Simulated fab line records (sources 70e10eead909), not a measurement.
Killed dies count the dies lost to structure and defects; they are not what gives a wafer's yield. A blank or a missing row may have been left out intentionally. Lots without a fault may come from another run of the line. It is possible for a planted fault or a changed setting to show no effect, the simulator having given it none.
fab line records	flow nand-harc
record lots=24	wafers=72	last-day=33
route steps=1302 shown A_SLIT@933 A_WL_FILL@959 A_CONTACT@985
lots untouched by any fault: they come from a run of this same line in which no faults occurred
start-h: hours from the record's opening day to when the first of the lot's shown wafers began	wait-h: time in hours since the lot's previous step	" repeats the value in the row above	L1.1+2: one row covering several wafers at once	- no value present, or no start provided	* or withheld: withheld	< > ~ a bound
route shown NAME@n: NAME is a module with steps in the file, n the number in the route of the first one	usual: mean/standard deviation of fault-free wafers	same: alike in all rows	chamber/n: place in a boat	sites: per-site readings	_std_site: the standard deviation of these	_edge_site: outer sites' mean less inner sites'	radius-mm: how far each site lies from the wafer's centre	mask NAME#n: copy n	behind: the most recent tool/chamber to have shaped the wafer	hold: why the lot went on hold/how many hours it stayed there/how the hold came to an end	device: which transistor (n, p or np) failed to switch	end of line: tests run on the same wafers once the route is complete	a step with no rows: only its recipe	killed: the dies lost at the first sort to structure and to defects; this is not the yield of the wafer	map: shows each die of a wafer: x if killed, . if not, _ if none is there
set.NAME: the setting the step ran with; set.NAME@STEP: the setting that earlier step ran with	model.NAME: the simulator's own value behind a step, which no gauge read
a sample of lots followed through the steps of the route, with each step as a table and each wafer as a row
services: from which hour (start-h, from the record's first day; less than 0 if before it) a tool's chamber was out of use, for how many hours, and why
## steps
# step NHARC_A_SLIT_CD_MEAS_09
# recipe target-cd-nm=300	landing-energy-ev=500
# usual cd-nm=300.1/0.48
lot.wafer	tool	chamber	start-h	wait-h	cd-nm
L075.2	cd-sem-02	0	461.79	-	300.5
L075.3	"	0	"	"	300.3
L075.5	"	0	"	"	300.0
L074.1	cd-sem-01	0	461.94	-	300.3
L074.2	"	0	"	"	300.6
L074.5	"	0	"	"	299.5
L076.3	cd-sem-02	0	469.10	-	300.4
L076.5	"	0	"	"	299.8
L076.6	"	0	"	"	300.2
L077.3	cd-sem-01	0	477.23	-	300.8
L077.4	"	0	"	"	300.4
L077.5	"	0	"	"	300.3
L078.2	cd-sem-03	0	510.87	-	300.5
L078.3	"	0	"	"	300.1
L078.5	"	0	"	"	300.7
L079.1	cd-sem-01	0	515.18	-	299.7
L079.4	"	0	"	"	299.8
L079.6	"	0	"	"	300.1
L081.1	cd-sem-02	0	521.62	-	299.7
L081.2	"	0	"	"	300.7
L081.3	"	0	"	"	299.8
L082.1	cd-sem-03	0	523.88	-	299.2
L082.3	"	0	"	"	299.3
L082.6	"	0	"	"	299.6
L080.2	cd-sem-02	0	525.26	-	300.4
L080.4	"	0	"	"	300.1
L080.6	"	0	"	"	300.6
L083.3	cd-sem-02	0	548.40	-	299.9
L083.4	"	0	"	"	299.4
L083.5	"	0	"	"	300.3
L086.1	cd-sem-03	0	548.55	-	299.7
L086.2	"	0	"	"	300.6
L086.5	"	0	"	"	300.6
L085.1	cd-sem-03	0	549.99	-	300.8
L085.3	"	0	"	"	300.4
L085.6	"	0	"	"	300.6
L084.2	cd-sem-02	0	552.12	-	301.0
L084.5	"	0	"	"	299.9
L084.6	"	0	"	"	300.5
L087.4	cd-sem-03	0	568.81	-	300.6
L087.5	"	0	"	"	300.5
L087.6	"	0	"	"	299.6
L090.1	cd-sem-01	0	603.22	-	300.0
L090.4	"	0	"	"	300.3
L090.5	"	0	"	"	300.3
L088.2	cd-sem-01	0	603.41	-	299.9
L088.5	"	0	"	"	300.3
L088.6	"	0	"	"	300.4
L089.1	cd-sem-01	0	603.74	-	299.5
L089.2	"	0	"	"	299.7
L089.3	"	0	"	"	299.4
L092.1	cd-sem-02	0	639.69	-	300.3
L092.5	"	0	"	"	300.2
L092.6	"	0	"	"	299.3
L091.2	cd-sem-03	0	639.96	-	301.2
L091.4	"	0	"	"	300.3
L091.5	"	0	"	"	300.5
L093.1	cd-sem-01	0	649.63	-	300.0
L093.2	"	0	"	"	301.0
L093.5	"	0	"	"	301.4
L094.1	cd-sem-03	0	651.07	-	300.7
L094.2	"	0	"	"	300.3
L094.5	"	0	"	"	299.8
L095.1	cd-sem-01	0	658.11	-	299.8
L095.2	"	0	"	"	300.0
L095.5	"	0	"	"	299.9
L097.1	cd-sem-03	0	672.50	-	300.5
L097.3	"	0	"	"	299.1
L097.6	"	0	"	"	299.9
L096.3	cd-sem-02	0	678.67	-	299.9
L096.5	"	0	"	"	300.2
L096.6	"	0	"	"	300.7
# step NHARC_A_SLIT_ETCH_24
# recipe target-depth-a=1210	time-s=60.5	cf4-flow-sccm=100	chf3-flow-sccm=30	ar-flow-sccm=0	rf-w=500	bias-w=200	chemistry=CF4/CHF3
# usual drypump-motor-current-A=5.3/0.46	oes-product-au=0.960/0.02	rf-vpp-V=370.6/2.6	showerhead-plenum-p-Torr=1.57/0.073	throttle-valve-pct=16.803/0.0094
lot.wafer	tool	chamber	start-h	wait-h	drypump-motor-current-A	oes-product-au	rf-hours-counter-h	rf-vpp-V	showerhead-plenum-p-Torr	throttle-valve-pct
L075.3	rie-diel-03	2	462.06	0.1	5.2	0.954	6	374.2	1.67	16.822
L075.2	"	0	"	"	5.1	0.926	6	373.4	1.66	16.805
L075.5	"	2	"	"	5.2	0.940	-	373.7	1.67	16.821
L074.1	rie-diel-13	3	462.21	0.1	5.5	0.956	7	373.2	1.66	16.792
L074.2	"	1	"	"	4.7	0.977	8	368.3	1.48	16.804
L074.5	"	3	"	"	5.5	0.964	-	373.4	1.66	16.800
L076.3	rie-diel-06	1	469.38	0.1	5.5	0.946	9	367.2	1.47	16.801
L076.5	"	2	"	"	5.2	0.950	-	368.1	1.50	16.801
L076.6	"	3	"	"	6.6	0.944	-	368.1	1.47	16.809
L077.3	rie-diel-03	3	477.50	0.1	4.9	0.944	7	371.4	1.59	16.809
L077.4	"	1	"	"	5.1	0.974	8	368.2	1.53	16.811
L077.5	"	2	"	"	5.1	0.967	-	373.4	1.67	16.806
L078.3	rie-diel-13	0	511.14	0.1	5.7	0.965	10	369.8	1.55	16.813
L078.2	"	3	"	"	5.5	0.911	9	373.7	1.66	16.807
L078.5	"	1	"	"	4.7	0.910	-	367.6	1.48	16.794
L079.4	rie-diel-13	2	515.45	0.1	4.9	0.991	11	371.9	1.60	16.796
L079.1	"	3	"	"	5.5	0.950	10	373.8	1.66	16.805
L079.6	"	1	"	"	4.7	0.973	-	366.5	1.48	16.797
L081.3	rie-diel-06	2	521.90	0.1	5.3	0.963	2	367.0	1.50	16.816
L081.1	"	3	"	"	6.5	0.967	1	367.1	1.47	16.804
L081.2	"	1	"	"	5.5	0.976	1	366.5	1.47	16.787
L082.1	rie-diel-06	0	524.15	0.1	5.6	0.963	2	371.6	1.60	16.801
L082.3	"	2	"	"	5.2	0.976	3	367.2	1.50	16.794
L082.6	"	1	"	"	5.6	0.973	-	365.5	1.47	16.807
L080.4	rie-diel-03	0	525.53	0.1	5.1	0.968	1	373.4	1.66	16.826
L080.2	"	2	"	"	5.2	0.978	1	373.8	1.67	16.810
L080.6	"	0	"	"	5.1	0.974	-	372.7	1.65	16.801
L083.4	rie-diel-03	0	548.68	0.1	5.1	0.982	2	373.1	1.65	16.821
L083.3	"	1	"	"	5.1	0.970	3	369.4	1.53	16.786
L083.5	"	2	"	"	5.2	0.970	-	372.5	1.67	16.793
L086.2	rie-diel-03	0	549.49	0.7	5.1	0.954	3	374.6	1.65	16.807
L086.1	"	1	"	"	5.1	0.958	4	369.1	1.53	16.802
L086.5	"	3	"	"	5.0	0.941	-	370.3	1.59	16.809
L085.3	rie-diel-06	3	550.27	0.1	6.6	0.980	3	366.4	1.47	16.815
L085.1	"	1	"	"	5.5	0.952	4	367.0	1.47	16.809
L085.6	"	2	"	"	5.2	0.953	-	368.6	1.50	16.804
L084.2	rie-diel-03	3	552.40	0.1	4.9	0.956	4	372.2	1.59	16.794
L084.6	"	1	"	"	5.1	0.993	-	369.3	1.53	16.798
L084.5	"	2	"	"	5.2	0.974	-	373.8	1.67	16.790
L087.4	rie-diel-03	1	569.07	0.1	5.1	0.953	6	370.3	1.53	16.800
L087.5	"	1	"	"	5.1	0.979	-	369.8	1.53	16.804
L087.6	"	2	"	"	5.1	0.973	-	374.8	1.67	16.809
L090.4	rie-diel-06	1	603.52	0.1	5.5	0.971	5	365.7	1.47	16.812
L090.1	"	2	"	"	5.3	0.966	7	368.7	1.50	16.800
L090.5	"	0	"	"	5.6	0.975	-	371.3	1.60	16.786
L088.2	rie-diel-13	0	603.69	0.1	5.7	0.937	3	371.4	1.55	16.817
L088.6	"	2	"	"	4.9	0.929	-	371.6	1.60	16.794
L088.5	"	3	"	"	5.5	0.930	-	374.6	1.66	16.798
L089.2	rie-diel-03	3	604.04	0.1	4.9	0.948	7	370.3	1.59	16.792
L089.3	"	0	"	"	5.1	0.973	8	371.9	1.65	16.807
L089.1	"	1	"	"	5.1	0.981	7	369.0	1.53	16.798
L092.1	rie-diel-03	3	639.96	0.1	4.9	0.931	9	370.8	1.59	16.815
L092.6	"	3	"	"	4.9	0.925	-	370.2	1.59	16.807
L092.5	"	0	"	"	5.1	0.928	-	373.5	1.65	16.814
L091.2	rie-diel-13	1	640.23	0.1	4.7	0.987	5	369.4	1.47	16.807
L091.4	"	0	"	"	5.7	0.982	5	370.8	1.55	16.795
L091.5	"	1	"	"	4.7	0.982	-	366.2	1.47	16.799
L093.1	rie-diel-03	3	649.91	0.1	4.9	0.963	10	371.2	1.59	16.802
L093.2	"	0	"	"	5.1	0.976	11	372.6	1.65	16.813
L093.5	"	2	"	"	5.1	0.968	-	374.8	1.67	16.807
L094.1	rie-diel-13	0	651.34	0.1	5.7	0.936	6	370.0	1.55	16.815
L094.2	"	2	"	"	4.9	0.920	6	371.6	1.60	16.806
L094.5	"	0	"	"	5.7	0.928	-	370.4	1.55	16.793
L095.2	rie-diel-06	1	658.38	0.1	5.5	0.951	8	368.2	1.47	16.784
L095.1	"	2	"	"	5.2	0.944	10	367.6	1.50	16.806
L095.5	"	1	"	"	5.5	0.956	-	368.0	1.47	16.815
L097.1	rie-diel-03	1	672.77	0.1	5.1	0.982	0	369.2	1.53	16.813
L097.3	"	0	"	"	5.1	0.974	0	371.5	1.65	16.807
L097.6	"	2	"	"	5.2	0.987	-	374.5	1.67	16.826
L096.3	rie-diel-06	3	678.94	0.1	6.6	0.983	0	366.4	1.47	16.797
L096.5	"	1	"	"	5.6	0.941	-	367.4	1.47	16.803
L096.6	"	2	"	"	5.2	0.954	-	368.5	1.50	16.809
# step NHARC_A_WL_FILL_STRIP_27
# recipe power-w=1500	temp-c=250	time-s=20	chemistry=N2/H2
# usual drypump-motor-current-A=5.9/0.75	heater-power-w=332/37
lot.wafer	tool	chamber	start-h	wait-h	drypump-motor-current-A	heater-power-w	rf-hours-counter-h
L074.1	plasma-asher-01	0	477.08	0.1	6.5	290	28
L074.2	"	1	"	"	6.3	341	28
L074.5	"	1	"	"	6.3	328	-
L075.2	plasma-asher-02	0	477.10	0.1	6.3	317	11
L075.3	"	1	"	"	4.7	379	-
L075.5	"	0	"	"	6.3	325	-
L076.3	plasma-asher-02	0	484.14	0.2	6.3	307	-
L076.6	"	1	"	"	4.7	376	-
L076.5	"	0	"	"	6.3	309	-
L077.4	plasma-asher-02	1	494.68	0.1	4.7	377	-
L077.3	"	0	"	"	6.3	314	-
L077.5	"	0	"	"	6.3	316	-
L078.2	plasma-asher-02	1	526.22	0.1	4.7	377	19
L078.3	"	0	"	"	6.3	304	-
L078.5	"	1	"	"	4.7	374	-
L079.1	plasma-asher-01	1	530.21	0.1	6.2	347	0
L079.4	"	0	"	"	6.6	280	-
L079.6	"	0	"	"	6.6	278	-
L081.1	plasma-asher-01	1	537.66	0.1	6.3	356	1
L081.2	"	0	"	"	6.6	283	1
L081.3	"	0	"	"	6.6	286	-
L082.1	plasma-asher-01	1	542.76	0.6	6.3	357	4
L082.3	"	1	"	"	6.3	357	-
L082.6	"	0	"	"	6.6	290	-
L080.2	plasma-asher-01	0	542.96	0.1	6.6	275	4
L080.4	"	1	"	"	6.3	364	-
L080.6	"	1	"	"	6.3	350	-
L083.4	plasma-asher-02	1	563.41	0.1	4.7	376	-
L083.3	"	0	"	"	6.3	303	-
L083.5	"	1	"	"	4.7	373	-
L086.1	plasma-asher-01	0	565.40	0.1	6.6	292	9
L086.2	"	1	"	"	6.3	365	9
L086.5	"	0	"	"	6.6	282	-
L085.1	plasma-asher-02	1	568.78	0.1	4.7	381	26
L085.3	"	0	"	"	6.3	308	-
L085.6	"	1	"	"	4.7	366	-
L084.2	plasma-asher-01	0	569.17	0.2	6.6	280	10
L084.6	"	1	"	"	6.3	359	-
L084.5	"	0	"	"	6.6	283	-
L087.4	plasma-asher-02	1	583.69	0.1	4.7	382	-
L087.5	"	1	"	"	4.7	375	-
L087.6	"	0	"	"	6.3	309	-
L090.1	plasma-asher-02	0	618.20	0.1	6.3	297	1
L090.4	"	1	"	"	4.7	373	-
L090.5	"	0	"	"	6.3	309	-
L088.2	plasma-asher-01	1	618.52	0.1	6.3	355	19
L088.6	"	1	"	"	6.2	360	-
L088.5	"	0	"	"	6.6	279	-
L089.1	plasma-asher-02	0	622.33	0.1	6.3	301	2
L089.2	"	1	"	"	4.7	379	2
L089.3	"	1	"	"	4.7	374	-
L092.1	plasma-asher-01	0	654.64	0.1	6.6	276	28
L092.6	"	1	"	"	6.3	350	-
L092.5	"	0	"	"	6.6	284	-
L091.2	plasma-asher-01	1	658.61	0.2	6.2	359	29
L091.4	"	1	"	"	6.2	365	-
L091.5	"	0	"	"	6.6	290	-
L093.1	plasma-asher-01	0	669.40	0.1	6.5	277	32
L093.2	"	1	"	"	6.3	359	32
L093.5	"	0	"	"	6.5	288	-
L094.2	plasma-asher-02	0	669.71	0.1	6.3	305	12
L094.1	"	1	"	"	4.7	385	12
L094.5	"	1	"	"	4.7	376	-
L095.1	plasma-asher-02	0	673.10	0.1	6.2	307	13
L095.2	"	1	"	"	4.7	385	13
L095.5	"	1	"	"	4.7	381	-
L097.1	plasma-asher-02	0	687.38	0.1	6.3	305	16
L097.3	"	0	"	"	6.3	303	-
L097.6	"	0	"	"	6.3	306	-
L096.3	plasma-asher-02	0	693.66	0.1	6.3	298	-
L096.5	"	0	"	"	6.3	316	-
L096.6	"	1	"	"	4.7	379	-
# step NHARC_A_WL_FILL_INSPECT_15
# usual raw-defect-count=444/110
lot.wafer	tool	chamber	start-h	wait-h	raw-defect-count
L074.1	defect-inspect-01	-	495.81	0.0	471
L074.2	"	-	"	"	379
L074.5	"	-	"	"	588
L075.2	defect-inspect-02	-	498.39	0.0	554
L075.3	"	-	"	"	437
L075.5	"	-	"	"	516
L076.3	defect-inspect-01	-	501.87	0.0	360
L076.5	"	-	"	"	413
L076.6	"	-	"	"	443
L077.3	defect-inspect-02	-	514.76	0.0	591
L077.4	"	-	"	"	500
L077.5	"	-	"	"	619
L078.2	defect-inspect-02	-	544.16	0.0	371
L078.3	"	-	"	"	428
L078.5	"	-	"	"	475
L079.1	defect-inspect-01	-	544.22	0.0	352
L079.4	"	-	"	"	383
L079.6	"	-	"	"	353
L081.1	defect-inspect-02	-	555.14	0.0	691
L081.2	"	-	"	"	732
L081.3	"	-	"	"	468
L080.2	defect-inspect-02	-	559.20	0.0	251
L080.4	"	-	"	"	291
L080.6	"	-	"	"	332
L082.1	defect-inspect-01	-	559.33	0.0	605
L082.3	"	-	"	"	557
L082.6	"	-	"	"	465
L086.1	defect-inspect-02	-	580.90	0.0	318
L086.2	"	-	"	"	418
L086.5	"	-	"	"	384
L083.3	defect-inspect-02	-	580.92	0.0	358
L083.4	"	-	"	"	438
L083.5	"	-	"	"	327
L084.2	defect-inspect-02	-	587.70	0.0	461
L084.5	"	-	"	"	464
L084.6	"	-	"	"	404
L085.1	defect-inspect-01	-	587.87	0.0	281
L085.3	"	-	"	"	328
L085.6	"	-	"	"	295
L087.4	defect-inspect-01	-	601.02	0.0	361
L087.5	"	-	"	"	499
L087.6	"	-	"	"	412
L088.2	defect-inspect-01	-	637.03	0.0	367
L088.5	"	-	"	"	300
L088.6	"	-	"	"	351
L089.1	defect-inspect-02	-	637.14	0.0	584
L089.2	"	-	"	"	566
L089.3	"	-	"	"	470
L090.1	defect-inspect-02	-	639.47	0.0	459
L090.4	"	-	"	"	504
L090.5	"	-	"	"	407
L092.1	defect-inspect-01	-	675.80	0.0	733
L092.5	"	-	"	"	596
L092.6	"	-	"	"	695
L091.2	defect-inspect-02	-	675.82	0.0	484
L091.4	"	-	"	"	455
L091.5	"	-	"	"	406
L093.1	defect-inspect-01	-	685.63	0.0	468
L093.2	"	-	"	"	455
L093.5	"	-	"	"	335
L094.1	defect-inspect-02	-	688.75	0.0	599
L094.2	"	-	"	"	600
L094.5	"	-	"	"	383
L095.1	defect-inspect-01	-	688.86	0.0	581
L095.2	"	-	"	"	432
L095.5	"	-	"	"	486
L097.1	defect-inspect-02	-	705.13	0.0	414
L097.3	"	-	"	"	379
L097.6	"	-	"	"	395
L096.3	defect-inspect-02	-	711.47	0.0	446
L096.5	"	-	"	"	392
L096.6	"	-	"	"	335
# step NHARC_A_CONTACT_DEP_28
# recipe target-thk-a=70000	temp-c=400	material=aC
# usual throttle-valve-pct=35.000/0.0088
lot.wafer	tool	chamber	start-h	wait-h	throttle-valve-pct
L074.1	acl-dep-02	0	496.48	0.1	35.019
L074.2	"	0	"	"	34.988
L074.5	"	0	499.34	2.9	35.009
L075.2	acl-dep-01	0	500.45	1.4	35.000
L075.3	"	0	"	"	35.020
L075.5	"	0	502.57	3.6	35.004
L076.3	acl-dep-03	0	503.96	1.5	35.018
L076.5	"	0	505.36	2.8	34.996
L076.6	"	0	"	"	35.014
L077.3	acl-dep-01	0	517.94	2.6	35.004
L077.4	"	0	"	"	35.012
L077.5	"	0	"	"	35.001
L078.2	acl-dep-03	0	548.41	3.6	34.994
L078.3	"	0	"	"	34.983
L078.5	"	0	550.53	5.8	34.986
L079.1	acl-dep-02	0	551.12	6.1	34.999
L079.4	"	0	553.23	8.2	34.998
L079.6	"	0	554.64	9.6	35.012
L081.1	acl-dep-02	0	557.84	2.1	34.996
L081.2	"	0	"	"	35.007
L081.3	"	0	"	"	34.995
L082.1	acl-dep-03	0	562.72	2.8	35.006
L082.3	"	0	564.15	4.2	35.014
L082.6	"	0	566.29	6.4	35.002
L080.2	acl-dep-02	0	562.88	3.1	35.001
L080.4	"	0	564.31	4.5	34.995
L080.6	"	0	565.74	5.9	34.993
L086.1	acl-dep-02	0	581.56	0.1	34.996
L086.2	"	0	"	"	34.996
L086.5	"	0	584.40	2.9	34.984
L083.3	acl-dep-01	0	583.83	2.1	35.025
L083.4	"	0	"	"	34.995
L083.5	"	0	"	"	35.000
L085.1	acl-dep-03	0	588.76	0.3	35.009
L085.3	"	0	590.18	1.7	34.998
L085.6	"	0	592.31	3.8	34.995
L084.2	acl-dep-01	0	589.12	0.8	35.000
L084.5	"	0	591.26	2.9	35.006
L084.6	"	0	"	"	35.008
L087.4	acl-dep-03	0	608.49	6.8	35.005
L087.5	"	0	"	"	34.997
L087.6	"	0	"	"	35.003
L089.1	acl-dep-03	0	639.26	1.5	34.994
L089.2	"	0	"	"	35.001
L089.3	"	0	"	"	34.992
L088.2	acl-dep-02	0	639.83	2.2	34.995
L088.5	"	0	641.99	4.3	34.983
L088.6	"	0	"	"	34.997
L090.1	acl-dep-01	0	642.49	2.4	34.997
L090.4	"	0	644.63	4.5	35.007
L090.5	"	0	"	"	35.015
L092.1	acl-dep-01	0	677.99	1.6	35.007
L092.5	"	0	680.82	4.4	34.995
L092.6	"	0	"	"	35.000
L091.2	acl-dep-02	0	678.77	2.3	34.992
L091.4	"	0	680.17	3.7	35.001
L091.5	"	0	"	"	34.995
L093.1	acl-dep-01	0	686.31	0.1	34.989
L093.2	"	0	"	"	34.998
L093.5	"	0	689.12	2.9	35.001
L094.1	acl-dep-01	0	692.41	3.1	35.005
L094.2	"	0	"	"	34.986
L094.5	"	0	695.23	5.9	35.006
L095.1	acl-dep-03	0	692.73	3.1	35.007
L095.2	"	0	"	"	34.996
L095.5	"	0	695.54	5.9	35.000
L097.1	acl-dep-03	0	707.40	1.7	34.987
L097.3	"	0	708.79	3.0	35.004
L097.6	"	0	710.87	5.1	35.002
L096.3	acl-dep-02	0	713.74	1.5	35.003
L096.5	"	0	715.18	2.9	34.995
L096.6	"	0	"	"	35.005
# step NHARC_A_CONTACT_ETCH_50
# recipe target-depth-a=1210	time-s=60.5	cf4-flow-sccm=100	chf3-flow-sccm=30	ar-flow-sccm=0	rf-w=500	bias-w=200	chemistry=CF4/CHF3
# usual drypump-motor-current-A=5.8/0.38	oes-product-au=0.946/0.023	rf-vpp-V=369.0/2.3	showerhead-plenum-p-Torr=1.52/0.064	throttle-valve-pct=16.804/0.0083
lot.wafer	tool	chamber	start-h	wait-h	drypump-motor-current-A	oes-product-au	rf-hours-counter-h	rf-vpp-V	showerhead-plenum-p-Torr	throttle-valve-pct
L074.1	rie-diel-08	0	-	-	5.3	0.935	45	369.1	1.56	16.802
L074.2	"	2	"	"	5.9	0.930	44	370.2	1.55	16.793
L074.5	"	0	"	"	5.3	0.932	-	370.8	1.56	16.819
L075.2	rie-diel-11	0	-	-	5.5	0.922	24	371.0	1.57	16.803
L075.3	"	2	"	"	6.4	0.911	28	367.5	1.50	16.804
L075.5	"	0	"	"	5.5	0.920	-	370.8	1.57	16.801
L076.3	rie-diel-09	3	-	-	6.2	0.961	0	368.6	1.48	16.807
L076.6	"	3	"	"	6.2	0.967	-	366.5	1.48	16.803
L076.5	"	0	"	"	5.3	0.969	-	372.6	1.66	16.789
L077.3	rie-diel-08	0	-	-	5.3	0.926	49	369.6	1.56	16.807
L077.4	"	3	"	"	6.1	0.943	45	367.1	1.48	16.802
L077.5	"	1	"	"	4.8	0.919	-	369.2	1.54	16.811
L078.2	rie-diel-09	0	-	-	5.3	0.962	7	374.5	1.66	16.817
L078.3	"	1	"	"	5.7	0.964	7	367.7	1.46	16.813
L078.5	"	0	"	"	5.3	0.959	-	373.9	1.66	16.814
L079.4	rie-diel-09	1	-	-	5.7	0.904	8	367.7	1.46	16.802
L079.1	"	2	"	"	5.6	0.922	8	367.9	1.47	16.803
L079.6	"	3	"	"	6.2	0.915	-	366.6	1.48	16.795
L081.1	rie-diel-08	3	-	-	6.1	0.962	2	366.1	1.48	16.802
L081.2	"	0	"	"	5.3	0.985	2	369.2	1.56	16.790
L081.3	"	1	"	"	4.8	0.977	1	369.5	1.54	16.815
L080.2	rie-diel-09	2	-	-	5.7	0.972	10	366.4	1.47	16.798
L080.4	"	3	"	"	6.2	0.973	9	367.6	1.48	16.798
L080.6	"	1	"	"	5.7	0.960	-	366.7	1.46	16.807
L082.1	rie-diel-11	1	-	-	5.8	0.920	43	369.8	1.53	16.806
L082.3	"	2	"	"	6.3	0.916	50	368.1	1.49	16.794
L082.6	"	0	"	"	5.5	0.936	-	369.3	1.56	16.803
L086.2	rie-diel-11	0	-	-	5.5	0.923	51	371.1	1.56	16.814
L086.1	"	3	"	"	5.8	0.928	55	369.0	1.52	16.813
L086.5	"	0	"	"	5.5	0.929	-	370.6	1.56	16.816
L083.3	rie-diel-09	1	-	-	5.6	0.962	17	367.1	1.46	16.803
L083.4	"	0	"	"	5.3	0.963	-	373.4	1.65	16.793
L083.5	"	1	"	"	5.7	0.968	-	365.9	1.46	16.801
L084.2	rie-diel-11	1	-	-	5.8	0.911	52	368.9	1.53	16.791
L084.5	"	1	"	"	5.8	0.916	-	368.4	1.53	16.797
L084.6	"	2	"	"	6.3	0.932	-	367.6	1.49	16.800
L085.3	rie-diel-09	3	-	-	6.2	0.973	16	367.3	1.47	16.815
L085.1	"	0	"	"	5.3	0.972	18	373.6	1.65	16.811
L085.6	"	2	"	"	5.6	0.983	-	366.8	1.47	16.806
L087.4	rie-diel-09	2	-	-	5.6	0.978	17	368.0	1.47	16.797
L087.6	"	2	"	"	5.6	0.978	-	367.9	1.47	16.822
L087.5	"	3	"	"	6.2	0.979	-	367.4	1.47	16.806
L088.2	rie-diel-11	3	-	-	5.9	0.935	10	369.6	1.51	16.814
L088.6	"	1	"	"	5.9	0.932	-	368.5	1.53	16.805
L088.5	"	2	"	"	6.3	0.938	-	367.8	1.49	16.815
L089.2	rie-diel-09	2	-	-	5.6	0.986	22	367.7	1.47	16.810
L089.1	"	3	"	"	6.2	0.970	23	366.5	1.47	16.805
L089.3	"	1	"	"	5.7	0.952	27	366.9	1.46	16.807
L090.1	rie-diel-11	3	-	-	5.9	0.971	11	368.6	1.51	16.811
L090.4	"	0	"	"	5.5	0.958	8	371.8	1.56	16.805
L090.5	"	2	"	"	6.3	0.967	-	368.0	1.49	16.801
L092.1	rie-diel-08	0	-	-	5.3	0.951	44	369.9	1.55	16.814
L092.5	"	2	"	"	5.9	0.911	-	369.9	1.54	16.812
L092.6	"	3	"	"	6.1	0.926	-	366.3	1.47	16.797
L091.2	rie-diel-09	1	-	-	5.6	0.964	0	375.6	1.70	16.817
L091.4	"	2	"	"	5.7	0.951	0	367.3	1.46	16.806
L091.5	"	3	"	"	6.2	0.932	-	368.2	1.47	16.794
L093.2	rie-diel-11	3	-	-	5.8	0.919	23	368.6	1.51	16.811
L093.1	"	2	"	"	6.3	0.927	23	366.5	1.48	16.807
L093.5	"	0	"	"	5.5	0.910	-	369.7	1.56	16.796
L094.2	rie-diel-11	3	-	-	5.8	0.926	25	369.1	1.51	16.787
L094.1	"	1	"	"	5.8	0.926	28	369.8	1.52	16.797
L094.5	"	3	"	"	5.9	0.926	-	368.6	1.51	16.796
L095.1	rie-diel-09	2	-	-	5.6	0.955	2	367.5	1.46	16.789
L095.2	"	1	"	"	5.6	0.961	2	374.2	1.70	16.790
L095.5	"	3	"	"	6.2	0.963	-	368.1	1.47	16.796
L097.1	rie-diel-09	0	-	-	5.3	0.958	5	373.8	1.65	16.798
L097.3	"	1	"	"	5.6	0.977	5	374.3	1.70	16.798
L097.6	"	3	"	"	6.2	0.957	-	367.0	1.47	16.785
L096.3	rie-diel-11	2	-	-	6.3	0.937	30	367.3	1.48	16.801
L096.5	"	3	"	"	5.9	0.932	-	368.0	1.51	16.805
L096.6	"	1	"	"	5.8	0.936	-	368.6	1.52	16.809
## services
tool	chamber	start-h	hours	kind
rie-diel-03	3	445.08	7.5	repair
plasma-asher-02	-	470.34	0.4	repair
rie-diel-03	-	480.35	9.0	pm
rie-diel-11	1	496.97	9.3	repair
rie-diel-09	-	497.19	9.0	pm
rie-diel-03	-	497.28	0.6	repair
rie-diel-03	0	519.16	3.2	repair
plasma-asher-01	-	519.72	9.0	pm
plasma-asher-02	-	553.89	8.4	repair
rie-diel-03	3	559.59	2.6	repair
rie-diel-09	2	583.96	4.6	repair
plasma-asher-02	-	603.00	9.0	pm
rie-diel-11	-	609.52	9.0	pm
rie-diel-11	0	620.33	3.0	repair
rie-diel-03	1	623.99	6.2	repair
rie-diel-09	3	633.77	4.6	repair
rie-diel-03	-	648.71	0.5	repair
rie-diel-11	3	653.03	5.0	repair
rie-diel-11	0	654.31	4.5	repair
rie-diel-03	-	657.35	9.0	pm
rie-diel-09	-	674.19	9.0	pm
plasma-asher-01	-	696.72	9.0	pm
rie-diel-03	2	699.97	1.4	repair
rie-diel-09	1	717.57	6.1	repair
## key
fault none
